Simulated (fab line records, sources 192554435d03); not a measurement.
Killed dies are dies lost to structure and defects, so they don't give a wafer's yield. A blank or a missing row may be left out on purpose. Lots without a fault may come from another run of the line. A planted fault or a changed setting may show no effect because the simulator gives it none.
fab line records | flow n5_finfet
record lots=24 wafers=72 last_day=17
route steps=1938 shown BEOL_M12@1654 BEOL_M13@1692 BEOL_M14@1730
lots that met no fault: from a run of the same line without faults
start_h: hours from the record's first day to the start of the lot's first wafer shown | wait_h: hours since the lot's step before | " the same as in the row above | L1.1+2: a row that stands for several wafers | - no value, or no start given | * or withheld: withheld | < > ~ a bound
route shown NAME@n: a module of which the file shows steps, and the number in the route of the first | usual: mean/standard deviation of fault-free wafers | same: alike in all rows | chamber/n: place in a boat | sites: the reading at each site | _std_site: their standard deviation | _edge_site: outer sites' mean less inner sites' | radius_mm: how far each site lies from the wafer's centre | mask NAME#n: copy n | behind: the tool/chamber that last shaped the wafer | hold: why the lot was held/for how many hours/how that ended | device: the transistor (n, p or np) that didn't switch | end of line: the same wafers' tests at the end of the route | a step without rows: its recipe alone | killed: dies lost to structure and defects at the first sort, not the wafer's yield | map: a wafer's dies, x killed, . not, _ none there
set.NAME: the setting as run; set.NAME@STEP: as run at that earlier step | model.NAME: the simulator's own value behind a step, which no gauge read
steps of the route over a sample of lots; a table a step, a row a wafer
services: from which hour (start_h, from the record's first day; less than 0 if before it) a tool's chamber was out of use, for how many hours, and why
## steps
# step N5_BEOL_M12_THK_MEAS_50
# recipe thk_meas_gauge=xrf reads=Cu_of_BEOL_M12_ECD_47
# usual M12_THK=316/4.4
# columns lot.wafer tool chamber start_h wait_h M12_THK[nm]
L074.1 film_metro-01 - 252.52 - 313
L074.2 " - " " 316
L074.3 " - " " 320
L075.2 film_metro-02 - 252.95 - 320
L075.5 " - " " 320
L075.6 " - " " 325
L077.3 film_metro-02 - 257.75 - 320
L077.5 " - " " 327
L077.6 " - " " 322
L076.3 film_metro-01 - 258.52 - 309
L076.4 " - " " 305
L076.5 " - " " 308
L079.1 film_metro-02 - 270.85 - 313
L079.3 " - " " 318
L079.4 " - " " 321
L080.2 film_metro-01 - 270.97 - 312
L080.4 " - " " 309
L080.6 " - " " 311
L078.2 film_metro-01 - 272.25 - 319
L078.3 " - " " 318
L078.4 " - " " 321
L081.2 film_metro-01 - 280.07 - 315
L081.5 " - " " 321
L081.6 " - " " 311
L082.1 film_metro-02 - 287.57 - 315
L082.4 " - " " 317
L082.5 " - " " 310
L083.1 film_metro-01 - 293.98 - 315
L083.4 " - " " 313
L083.6 " - " " 315
L084.1 film_metro-02 - 301.21 - 314
L084.3 " - " " 308
L084.4 " - " " 316
L086.1 film_metro-01 - 301.91 - 320
L086.2 " - " " 312
L086.4 " - " " 320
L085.3 film_metro-01 - 310.78 - 309
L085.5 " - " " 318
L085.6 " - " " 312
L087.1 film_metro-01 - 325.04 - 315
L087.3 " - " " 310
L087.6 " - " " 311
L090.3 film_metro-02 - 335.24 - 317
L090.4 " - " " 325
L090.6 " - " " 317
L088.1 film_metro-02 - 336.53 - 315
L088.2 " - " " 308
L088.4 " - " " 314
L092.2 film_metro-01 - 339.16 - 315
L092.3 " - " " 321
L092.4 " - " " 317
L089.1 film_metro-01 - 347.88 - 315
L089.2 " - " " 313
L089.4 " - " " 320
L091.2 film_metro-01 - 353.55 - 319
L091.3 " - " " 312
L091.5 " - " " 314
L093.4 film_metro-02 - 355.27 - 319
L093.5 " - " " 316
L093.6 " - " " 317
L094.1 film_metro-02 - 372.25 - 312
L094.3 " - " " 314
L094.5 " - " " 326
L095.3 film_metro-01 - 373.16 - 312
L095.4 " - " " 313
L095.5 " - " " 314
L096.3 film_metro-01 - 380.07 - 317
L096.5 " - " " 313
L096.6 " - " " 315
L097.1 film_metro-01 - 389.29 - 324
L097.3 " - " " 313
L097.5 " - " " 311
# step N5_BEOL_M12_INSPECT_55
# recipe inspect_instrument=darkfield mode=post_dep
# usual raw_defect_count=68/23
# columns lot.wafer tool chamber start_h wait_h raw_defect_count
L074.1 defect_inspect-01 - 252.67 0.0 78
L074.2 " - " " 105
L074.3 " - " " 105
L075.2 defect_inspect-02 - 253.10 0.0 74
L075.5 " - " " 63
L075.6 " - " " 45
L077.3 defect_inspect-02 - 257.90 0.0 60
L077.5 " - " " 40
L077.6 " - " " 80
L076.3 defect_inspect-02 - 258.67 0.0 51
L076.4 " - " " 71
L076.5 " - " " 99
L079.1 defect_inspect-02 - 271.01 0.0 67
L079.3 " - " " 64
L079.4 " - " " 40
L080.2 defect_inspect-01 - 271.12 0.0 67
L080.4 " - " " 77
L080.6 " - " " 59
L078.2 defect_inspect-02 - 272.40 0.0 40
L078.3 " - " " 41
L078.4 " - " " 33
L081.2 defect_inspect-02 - 280.22 0.0 40
L081.5 " - " " 89
L081.6 " - " " 54
L082.1 defect_inspect-01 - 287.73 0.0 67
L082.4 " - " " 56
L082.5 " - " " 70
L083.1 defect_inspect-01 - 294.13 0.0 48
L083.4 " - " " 70
L083.6 " - " " 84
L084.1 defect_inspect-02 - 301.37 0.0 69
L084.3 " - " " 57
L084.4 " - " " 87
L086.1 defect_inspect-02 - 302.06 0.0 62
L086.2 " - " " 108
L086.4 " - " " 73
L085.3 defect_inspect-02 - 310.93 0.0 41
L085.5 " - " " 27
L085.6 " - " " 53
L087.1 defect_inspect-02 - 325.19 0.0 50
L087.3 " - " " 58
L087.6 " - " " 66
L090.3 defect_inspect-02 - 335.41 0.0 42
L090.4 " - " " 75
L090.6 " - " " 38
L088.1 defect_inspect-01 - 336.68 0.0 91
L088.2 " - " " 74
L088.4 " - " " 89
L092.2 defect_inspect-01 - 339.31 0.0 54
L092.3 " - " " 129
L092.4 " - " " 101
L089.1 defect_inspect-01 - 348.03 0.0 75
L089.2 " - " " 60
L089.4 " - " " 73
L091.2 defect_inspect-02 - 353.70 0.0 59
L091.3 " - " " 89
L091.5 " - " " 60
L093.4 defect_inspect-02 - 355.42 0.0 49
L093.5 " - " " 26
L093.6 " - " " 31
L094.1 defect_inspect-01 - 372.40 0.0 111
L094.3 " - " " 82
L094.5 " - " " 91
L095.3 defect_inspect-01 - 373.34 0.0 73
L095.4 " - " " 53
L095.5 " - " " 66
L096.3 defect_inspect-02 - 380.22 0.0 53
L096.5 " - " " 53
L096.6 " - " " 67
L097.1 defect_inspect-02 - 389.44 0.0 59
L097.3 " - " " 37
L097.5 " - " " 59
# step N5_BEOL_M13_DESCUM_33
# recipe chemistry=O2 time_s=7.9 source_power_w=50 bias_power_w=20 pressure_mtorr=20 rf_frequency_hz=2.712e+07 temp_c=40 o2_flow_sccm=225
# usual chamber_pressure_mTorr=20.000/0.016 drypump_motor_current_A=5.9/0.38 oes_product_au=0.79/0.1 rf_vpp_V=243.1/1.7 showerhead_plenum_p_Torr=2.09/0.092 throttle_valve_pct=20.47/0.29
# same time_s=7.9
# columns lot.wafer tool chamber start_h wait_h chamber_pressure_mTorr drypump_motor_current_A oes_product_au rf_hours_counter_h rf_vpp_V showerhead_plenum_p_Torr throttle_valve_pct
L074.1 rie_diel-06 1 254.78 0.0 20.050 5.2 0.70 248 244.1 2.06 20.28
L074.2 " 2 " " 19.992 5.6 0.78 155 241.6 1.92 20.57
L074.3 " 3 " " 20.008 6.2 0.73 182 242.7 2.08 20.92
L075.2 rie_diel-05 1 254.82 0.0 19.974 6.1 0.72 187 243.1 2.07 20.21
L075.5 " 0 " " 19.994 6.4 0.91 - 244.8 2.22 20.58
L075.6 " 3 " " 19.990 6.1 0.67 - 244.8 2.16 20.68
L077.3 rie_diel-05 1 259.61 0.1 19.999 6.1 0.72 189 242.3 2.07 20.22
L077.5 " 3 " " 20.029 6.2 0.67 - 244.0 2.16 20.69
L077.6 " 1 " " 20.010 6.0 0.72 - 242.3 2.07 20.23
L076.3 rie_diel-05 1 260.31 0.0 19.991 6.0 0.72 189 241.7 2.07 20.23
L076.4 " 3 " " 19.987 6.1 0.68 - 243.2 2.16 20.68
L076.5 " 1 " " 19.972 6.0 0.73 - 243.7 2.07 20.23
L079.1 rie_diel-01 3 272.79 0.0 19.988 5.6 0.69 219 244.3 2.17 20.74
L079.3 " 1 " " 20.008 6.1 0.70 240 242.1 2.05 20.68
L079.4 " 0 " " 20.016 6.2 0.70 - 240.1 1.98 20.63
L080.2 rie_diel-06 3 273.00 0.0 20.019 6.2 0.71 190 241.5 2.08 20.93
L080.4 " 3 " " 20.006 6.2 0.72 - 243.8 2.08 20.92
L080.6 " 0 " " 19.966 5.7 0.72 - 243.6 2.06 20.47
L078.2 rie_diel-06 0 274.18 0.0 19.983 5.7 0.73 188 242.7 2.06 20.48
L078.3 " 3 " " 20.017 6.2 0.73 191 244.1 2.08 20.91
L078.4 " 0 " " 20.014 5.7 0.72 - 244.0 2.06 20.47
L081.2 rie_diel-06 2 281.88 0.2 20.023 5.6 0.77 165 240.5 1.92 20.60
L081.5 " 1 " " 20.012 5.2 0.97 - 241.3 2.06 19.89
L081.6 " 2 " " 20.002 5.6 0.76 - 239.3 1.92 20.59
L082.1 rie_diel-05 2 289.53 0.1 20.020 6.2 0.97 6 246.5 2.24 19.94
L082.4 " 0 " " 20.006 6.4 0.89 27 244.8 2.22 20.60
L082.5 " 1 " " 20.019 6.0 0.72 - 243.3 2.07 20.25
L083.1 rie_diel-01 2 296.01 0.0 19.976 5.2 0.85 42 241.6 2.05 20.40
L083.4 " 0 " " 19.989 6.2 0.68 244 242.1 1.97 20.63
L083.6 " 0 " " 19.981 6.2 0.69 - 240.7 1.97 20.63
L084.1 rie_diel-05 1 303.32 0.3 19.989 6.0 0.71 206 242.6 2.07 20.25
L084.3 " 0 " " 19.975 6.4 0.87 32 245.2 2.21 20.62
L084.4 " 2 " " 19.982 6.2 0.94 - 245.5 2.24 19.94
L086.1 rie_diel-01 2 304.00 0.0 20.004 5.2 0.85 45 243.0 2.05 20.41
L086.2 " 0 " " 19.984 6.2 0.69 247 240.6 1.97 20.62
L086.4 " 3 " " 20.022 5.6 0.69 - 243.9 2.16 20.77
L085.3 rie_diel-05 1 312.58 0.0 19.982 6.1 0.71 210 242.7 2.06 20.24
L085.5 " 2 " " 19.986 6.2 0.93 - 244.0 2.23 19.95
L085.6 " 0 " " 20.008 6.4 0.87 - 246.2 2.21 20.61
L087.1 rie_diel-01 0 327.17 0.0 19.985 6.2 0.69 257 242.2 1.97 20.65
L087.3 " 3 " " 19.966 5.6 0.68 239 244.4 2.16 20.77
L087.6 " 2 " " 19.980 5.2 0.84 - 243.1 2.04 20.42
L090.3 rie_diel-06 3 337.40 0.0 19.984 6.2 0.71 207 243.0 2.07 20.95
L090.4 " 2 " " 20.012 5.6 0.75 180 239.9 1.91 20.61
L090.6 " 0 " " 19.986 5.6 0.71 - 243.9 2.06 20.51
L088.1 rie_diel-05 1 338.44 0.0 20.005 6.0 0.69 218 242.1 2.06 20.26
L088.2 " 3 " " 19.983 6.2 0.99 4 244.3 2.15 20.40
L088.4 " 2 " " 20.011 6.2 0.91 22 246.5 2.23 19.97
L092.2 rie_diel-06 2 341.03 0.2 19.981 5.6 0.75 181 239.5 1.91 20.60
L092.3 " 1 " " 20.008 5.2 0.91 19 242.5 2.05 19.94
L092.4 " 3 " " 19.982 6.2 0.70 209 243.6 2.07 20.96
L089.1 rie_diel-01 3 350.78 0.6 19.982 5.6 0.67 249 244.4 2.16 20.79
L089.2 " 2 " " 20.031 5.3 0.81 64 243.1 2.04 20.43
L089.4 " 1 " " 20.010 6.0 0.94 - 241.7 2.05 20.33
L091.2 rie_diel-06 3 355.35 0.0 20.023 6.2 0.70 213 242.9 2.07 20.95
L091.3 " 1 " " 20.034 5.2 0.89 23 243.5 2.05 19.92
L091.5 " 0 " " 20.009 5.7 0.69 - 241.3 2.05 20.52
L093.4 rie_diel-01 1 357.09 0.0 19.987 6.1 0.95 - 242.5 2.05 20.35
L093.5 " 2 " " 19.996 5.2 0.83 - 242.2 2.04 20.44
L093.6 " 0 " " 20.020 6.2 0.96 - 245.6 2.23 20.10
L094.1 rie_diel-05 1 373.96 0.0 19.987 6.0 0.69 227 241.2 2.06 20.29
L094.3 " 3 " " 20.014 6.1 0.95 14 243.5 2.15 20.42
L094.5 " 2 " " 20.033 6.2 0.89 - 245.6 2.23 19.96
L095.3 rie_diel-06 0 374.86 0.0 19.988 5.6 0.71 218 243.5 2.05 20.53
L095.4 " 3 " " 20.014 6.2 0.70 - 243.6 2.06 20.97
L095.5 " 1 " " 19.980 5.2 0.88 - 242.1 2.05 19.93
L096.3 rie_diel-06 2 381.75 0.0 19.993 5.6 0.75 190 241.6 1.91 20.61
L096.5 " 2 " " 20.013 5.6 0.74 - 241.0 1.91 20.62
L096.6 " 1 " " 20.012 5.2 0.88 - 243.6 2.05 19.94
L097.1 rie_diel-01 3 390.97 0.0 19.987 5.6 0.98 6 244.1 2.15 20.45
L097.3 " 2 " " 19.977 5.2 0.81 77 243.8 2.04 20.49
L097.5 " 3 " " 19.992 5.6 0.97 - 244.2 2.15 20.43
# step N5_BEOL_M13_PRE_CLEAN_42
# recipe gas=H2/He time_s=30 temp_c=250
# usual heater_power_w=326/31
# same time_s=30
# columns lot.wafer tool chamber start_h wait_h heater_power_w
L074.1 pvd_sputter-02 - 255.87 0.0 286
L074.2 " - " " 288
L074.3 " - " " 373
L075.2 pvd_sputter-03 - 255.92 0.0 313
L075.5 " - " " 415
L075.6 " - " " 316
L077.3 pvd_sputter-01 - 261.61 0.0 310
L077.5 " - " " 335
L077.6 " - " " 334
L076.3 pvd_sputter-01 - 262.81 0.0 331
L076.4 " - " " 312
L076.5 " - " " 345
L080.2 pvd_sputter-02 - 276.70 0.0 291
L080.4 " - " " 301
L080.6 " - " " 305
L079.1 pvd_sputter-02 - 279.28 0.0 287
L079.3 " - " " 366
L079.4 " - " " 318
L078.2 pvd_sputter-02 - 280.26 0.0 299
L078.3 " - " " 367
L078.4 " - " " 286
L081.2 pvd_sputter-03 - 283.36 0.0 411
L081.5 " - " " 309
L081.6 " - " " 308
L082.1 pvd_sputter-02 - 292.32 0.0 293
L082.4 " - " " 366
L082.5 " - " " 361
L083.1 pvd_sputter-03 - 299.85 0.0 409
L083.4 " - " " 312
L083.6 " - " " 308
L084.1 pvd_sputter-01 - 309.35 0.0 339
L084.3 " - " " 341
L084.4 " - " " 303
L086.1 pvd_sputter-03 - 311.41 0.0 311
L086.2 " - " " 300
L086.4 " - " " 417
L085.3 pvd_sputter-01 - 315.31 0.0 325
L085.5 " - " " 306
L085.6 " - " " 328
L087.1 pvd_sputter-02 - 331.86 0.0 294
L087.3 " - " " 329
L087.6 " - " " 284
L090.3 pvd_sputter-01 - 341.37 0.0 331
L090.4 " - " " 307
L090.6 " - " " 325
L088.1 pvd_sputter-03 - 342.15 0.0 310
L088.2 " - " " 419
L088.4 " - " " 303
L092.2 pvd_sputter-02 - 342.28 0.0 354
L092.3 " - " " 302
L092.4 " - " " 315
L089.1 pvd_sputter-02 - 352.54 0.0 305
L089.2 " - " " 295
L089.4 " - " " 366
L091.2 pvd_sputter-01 - 361.09 0.0 330
L091.3 " - " " 340
L091.5 " - " " 334
L093.4 pvd_sputter-02 - 361.31 0.0 306
L093.5 " - " " 290
L093.6 " - " " 312
L094.1 pvd_sputter-01 - 378.57 0.0 341
L094.3 " - " " 309
L094.5 " - " " 327
L095.3 pvd_sputter-01 - 379.25 0.0 341
L095.4 " - " " 335
L095.5 " - " " 301
L096.3 pvd_sputter-03 - 385.12 0.0 315
L096.5 " - " " 415
L096.6 " - " " 310
L097.1 pvd_sputter-02 - 393.69 0.0 324
L097.3 " - " " 360
L097.5 " - " " 368
# step N5_BEOL_M13_ANNEAL_48
# recipe temp_c=225 time_s=90 ambient=N2
# usual wafer_temp_C_max=226.1/0.33
# same time_s=90
# columns lot.wafer tool chamber start_h wait_h wafer_temp_C_max
L074.1 rtp_anneal-01 0 256.35 0.1 225.6
L074.2 " 0 " " 225.4
L074.3 " 0 " " 225.8
L075.2 rtp_anneal-02 0 256.45 0.2 225.8
L075.5 " 0 " " 226.1
L075.6 " 0 " " 226.2
L077.3 rtp_anneal-01 0 262.18 0.2 225.7
L077.5 " 0 " " 225.9
L077.6 " 0 " " 226.0
L076.3 rtp_anneal-02 0 263.38 0.2 226.3
L076.4 " 0 " " 226.5
L076.5 " 0 " " 226.2
L080.2 rtp_anneal-02 0 277.24 0.2 226.4
L080.4 " 0 " " 226.3
L080.6 " 0 " " 226.3
L079.1 rtp_anneal-02 0 279.93 0.3 226.4
L079.3 " 0 " " 226.4
L079.4 " 0 " " 226.6
L078.2 rtp_anneal-02 0 280.78 0.2 226.0
L078.3 " 0 " " 226.1
L078.4 " 0 " " 226.2
L081.2 rtp_anneal-02 0 283.92 0.2 226.5
L081.5 " 0 " " 226.1
L081.6 " 0 " " 225.9
L082.1 rtp_anneal-02 0 292.85 0.2 226.8
L082.4 " 0 " " 226.6
L082.5 " 0 " " 226.5
L083.1 rtp_anneal-02 0 300.50 0.3 226.5
L083.4 " 0 " " 225.6
L083.6 " 0 " " 226.2
L084.1 rtp_anneal-02 0 310.12 0.4 226.3
L084.3 " 0 " " 226.3
L084.4 " 0 " " 226.4
L086.1 rtp_anneal-01 0 311.89 0.1 225.6
L086.2 " 0 " " 225.7
L086.4 " 0 " " 225.7
L085.3 rtp_anneal-01 0 315.88 0.2 225.8
L085.5 " 0 " " 225.9
L085.6 " 0 " " 225.9
L087.1 rtp_anneal-01 0 332.34 0.1 225.6
L087.3 " 0 " " 225.7
L087.6 " 0 " " 226.0
L090.3 rtp_anneal-02 0 342.10 0.3 226.4
L090.4 " 0 " " 226.1
L090.6 " 0 " " 226.3
L088.1 rtp_anneal-02 0 342.82 0.3 226.3
L088.2 " 0 " " 226.3
L088.4 " 0 " " 226.4
L092.2 rtp_anneal-02 0 343.13 0.5 225.9
L092.3 " 0 " " 226.5
L092.4 " 0 " " 226.2
L089.1 rtp_anneal-01 0 354.39 1.5 226.0
L089.2 " 0 " " 225.6
L089.4 " 0 " " 225.8
L091.2 rtp_anneal-01 0 361.62 0.2 225.9
L091.3 " 0 " " 225.6
L091.5 " 0 " " 225.5
L093.4 rtp_anneal-02 0 361.94 0.2 226.2
L093.5 " 0 " " 226.4
L093.6 " 0 " " 226.7
L094.1 rtp_anneal-02 0 379.08 0.2 226.2
L094.3 " 0 " " 226.4
L094.5 " 0 " " 226.4
L095.3 rtp_anneal-02 0 380.10 0.4 226.4
L095.4 " 0 " " 226.5
L095.5 " 0 " " 226.7
L096.3 rtp_anneal-01 0 385.69 0.2 225.6
L096.5 " 0 " " 225.6
L096.6 " 0 " " 225.7
L097.1 rtp_anneal-01 0 394.49 0.4 225.8
L097.3 " 0 " " 225.8
L097.5 " 0 " " 225.8
# step N5_BEOL_M14_ETCH_59
# recipe chemistry=N2/H2 target=BARC target_depth_a=890 overetch_a=267 time_s=67.9 ion_energy_ev=200 pressure_mtorr=30 source_w=840 bias_w=150 n2_flow_sccm=200 h2_flow_sccm=200
# usual chamber_pressure_mTorr=30.006/0.026 drypump_motor_current_A=5.8/0.43 n2_flow_sccm=200.0/0.57 oes_product_au=0.71/0.053 rf_vpp_V=523.9/2.2 showerhead_plenum_p_Torr=2.54/0.079 throttle_valve_pct=17.77/0.18
# same time_s=67.9
# columns lot.wafer tool chamber start_h wait_h chamber_pressure_mTorr drypump_motor_current_A n2_flow_sccm oes_product_au rf_hours_counter_h rf_vpp_V showerhead_plenum_p_Torr throttle_valve_pct
L074.1 rie_diel-04 0 257.90 0.0 29.986 5.5 200.2 0.73 58 528.8 2.67 17.47
L074.2 " 3 " " 30.011 5.5 200.3 0.68 90 522.5 2.46 17.77
L074.3 " 1 " " 30.086 5.7 199.9 0.62 203 526.1 2.63 17.93
L075.2 rie_diel-03 3 258.05 0.0 30.040 6.1 199.8 0.70 84 524.6 2.57 17.81
L075.5 " 0 " " 30.003 5.8 200.3 0.76 - 521.6 2.48 17.82
L075.6 " 1 " " 30.034 6.3 200.0 0.74 - 525.7 2.60 17.88
L077.3 rie_diel-04 1 263.50 0.0 30.021 5.7 200.5 0.62 206 526.8 2.62 17.93
L077.5 " 0 " " 29.983 5.6 200.1 0.73 - 528.2 2.67 17.47
L077.6 " 3 " " 30.038 5.5 201.2 0.68 - 521.2 2.46 17.78
L076.3 rie_diel-03 1 264.79 0.0 30.036 6.2 201.0 0.74 43 525.9 2.60 17.90
L076.4 " 0 " " 30.051 5.7 198.9 0.76 31 521.0 2.48 17.82
L076.5 " 2 " " 30.007 4.8 200.4 0.76 - 522.2 2.48 17.60
L080.2 rie_diel-04 0 278.80 0.0 30.004 5.5 199.7 0.73 67 526.4 2.67 17.47
L080.4 " 1 " " 30.029 5.7 199.6 0.62 212 524.8 2.62 17.94
L080.6 " 2 " " 30.014 6.3 199.7 0.82 - 523.3 2.49 17.61
L079.1 rie_diel-03 0 281.34 0.0 29.986 5.7 200.1 0.75 36 521.6 2.48 17.82
L079.3 " 2 " " 29.983 4.8 201.0 0.75 24 522.7 2.47 17.61
L079.4 " 1 " " 30.003 6.3 199.8 0.72 47 527.0 2.59 17.88
L078.2 rie_diel-04 3 282.22 0.0 30.027 5.5 200.8 0.68 99 521.2 2.45 17.77
L078.3 " 1 " " 29.954 5.7 200.5 0.62 213 526.2 2.62 17.93
L078.4 " 2 " " 30.000 6.3 200.4 0.81 15 522.9 2.49 17.60
L081.2 rie_diel-04 0 285.95 0.0 30.007 5.5 198.7 0.71 70 526.9 2.67 17.50
L081.5 " 2 " " 29.986 6.3 200.2 0.81 - 523.5 2.49 17.62
L081.6 " 3 " " 29.979 5.5 199.2 0.67 - 521.0 2.45 17.77
L082.1 rie_diel-03 1 294.38 0.0 29.939 6.2 199.3 0.72 53 524.5 2.59 17.90
L082.4 " 0 " " 30.020 5.8 200.5 0.73 42 523.3 2.48 17.81
L082.5 " 3 " " 29.972 6.1 200.6 0.68 - 524.6 2.56 17.83
L083.1 rie_diel-03 3 302.11 0.0 30.049 6.1 199.9 0.68 100 523.9 2.56 17.82
L083.4 " 2 " " 29.977 4.8 200.6 0.74 32 522.9 2.47 17.61
L083.6 " 3 " " 29.985 6.1 199.1 0.69 - 524.3 2.56 17.86
L084.1 rie_diel-02 2 311.79 0.0 30.000 5.9 199.6 0.60 216 521.9 2.43 18.14
L084.3 " 1 " " 29.986 5.6 200.3 0.77 23 527.2 2.70 17.50
L084.4 " 2 " " 30.024 5.9 200.7 0.60 - 519.8 2.43 18.16
L086.1 rie_diel-03 2 313.43 0.0 30.036 4.8 199.9 0.74 35 522.0 2.47 17.63
L086.2 " 0 " " 30.000 5.8 199.0 0.72 48 521.2 2.47 17.84
L086.4 " 3 " " 30.003 6.1 199.9 0.68 103 523.6 2.56 17.86
L085.3 rie_diel-03 3 317.31 0.0 29.984 6.1 199.2 0.68 105 524.4 2.56 17.85
L085.5 " 0 " " 30.050 5.7 200.2 0.73 - 523.0 2.47 17.84
L085.6 " 1 " " 30.024 6.3 200.7 0.71 - 525.3 2.59 17.91
L087.1 rie_diel-04 2 333.94 0.0 29.964 6.3 200.1 0.78 32 522.8 2.49 17.65
L087.3 " 0 " " 29.994 5.5 200.3 0.69 87 527.9 2.66 17.52
L087.6 " 0 " " 30.038 5.5 199.6 0.70 - 528.6 2.66 17.50
L090.3 rie_diel-03 1 343.41 0.0 30.006 6.3 199.5 0.70 69 524.5 2.58 17.93
L090.4 " 0 " " 30.003 5.8 200.0 0.73 57 521.2 2.47 17.86
L090.6 " 2 " " 29.987 4.8 199.7 0.72 - 520.8 2.47 17.65
L088.1 rie_diel-03 3 344.34 0.0 29.999 6.1 201.2 0.67 113 524.8 2.55 17.87
L088.2 " 1 " " 29.953 6.3 199.8 0.71 69 525.3 2.58 17.93
L088.4 " 0 " " 29.963 5.8 200.8 0.72 57 522.9 2.47 17.86
L092.2 rie_diel-03 1 344.69 0.0 29.995 6.3 199.5 0.71 69 524.4 2.58 17.90
L092.3 " 0 " " 29.990 5.8 200.3 0.72 58 522.2 2.47 17.85
L092.4 " 3 " " 30.028 6.1 200.4 0.68 113 525.4 2.55 17.87
L089.1 rie_diel-02 2 355.80 0.0 29.972 5.9 199.5 0.60 235 519.6 2.42 18.18
L089.2 " 3 " " 30.062 6.3 200.1 0.81 9 524.2 2.61 17.46
L089.4 " 1 " " 30.025 5.6 200.0 0.74 44 527.1 2.69 17.53
L091.2 rie_diel-03 3 362.97 0.0 29.991 6.1 199.9 0.67 119 523.7 2.55 17.88
L091.3 " 0 " " 29.984 5.8 199.6 0.71 64 522.3 2.47 17.87
L091.5 " 3 " " 29.980 6.1 199.6 0.67 - 525.5 2.55 17.88
L093.4 rie_diel-02 1 363.29 0.0 30.000 5.6 199.8 0.73 45 528.1 2.69 17.54
L093.5 " 1 " " 29.994 5.6 199.5 0.74 - 528.1 2.69 17.53
L093.6 " 2 " " 29.992 5.9 200.8 0.59 - 520.5 2.42 18.17
L094.1 rie_diel-02 3 380.61 0.0 29.979 6.3 199.8 0.79 18 524.6 2.61 17.46
L094.3 " 1 " " 29.951 5.6 200.8 0.72 52 527.7 2.69 17.53
L094.5 " 0 " " 30.007 6.0 199.5 0.68 - 524.4 2.54 17.83
L095.3 rie_diel-02 3 381.95 0.0 30.042 6.3 200.7 0.79 18 526.4 2.61 17.47
L095.4 " 1 " " 29.994 5.6 199.5 0.73 52 527.0 2.69 17.53
L095.5 " 3 " " 30.019 6.3 200.1 0.79 - 525.8 2.61 17.47
L096.3 rie_diel-03 2 387.08 0.0 30.017 4.8 199.7 0.71 57 520.1 2.46 17.65
L096.5 " 1 " " 30.028 6.2 199.7 0.69 - 524.4 2.58 17.95
L096.6 " 2 " " 30.003 4.8 199.0 0.71 - 521.8 2.46 17.65
L097.1 rie_diel-04 0 395.90 0.0 29.999 5.6 199.9 0.69 108 528.2 2.65 17.55
L097.3 " 2 " " 30.020 6.3 198.7 0.75 54 523.0 2.48 17.68
L097.5 " 2 " " 29.975 6.3 199.5 0.74 - 522.1 2.48 17.69
## services
# columns tool chamber start_h hours kind
rie_diel-04 3 238.86 7.2 repair
rie_diel-05 1 244.64 5.5 repair
rie_diel-01 0 249.43 3.8 repair
rie_diel-05 2 250.16 - clean
rie_diel-05 2 250.16 - consumable_replace:focus_ring
rie_diel-05 2 250.16 - consumable_replace:showerhead
rie_diel-05 2 250.16 21.8 scheduled_down
rie_diel-05 2 250.16 21.8 vent_cycle
rie_diel-06 1 259.30 - clean
rie_diel-06 1 259.30 - consumable_replace:focus_ring
rie_diel-06 1 259.30 16.3 scheduled_down
rie_diel-06 1 259.30 16.3 vent_cycle
rie_diel-01 2 265.90 16.8 repair
rie_diel-05 3 298.74 - clean
rie_diel-05 3 298.74 - consumable_replace:focus_ring
rie_diel-05 3 298.74 22.1 scheduled_down
pvd_sputter-02 - 322.06 8.6 repair
rie_diel-02 0 349.30 4.2 repair
rtp_anneal-02 - 350.01 2.3 pm
pvd_sputter-02 - 354.74 5.9 repair
pvd_sputter-03 - 364.90 3.4 repair
rie_diel-03 2 370.53 9.9 repair
rie_diel-05 - 370.65 0.8 repair
rie_diel-06 2 372.79 4.4 repair
## key
fault none
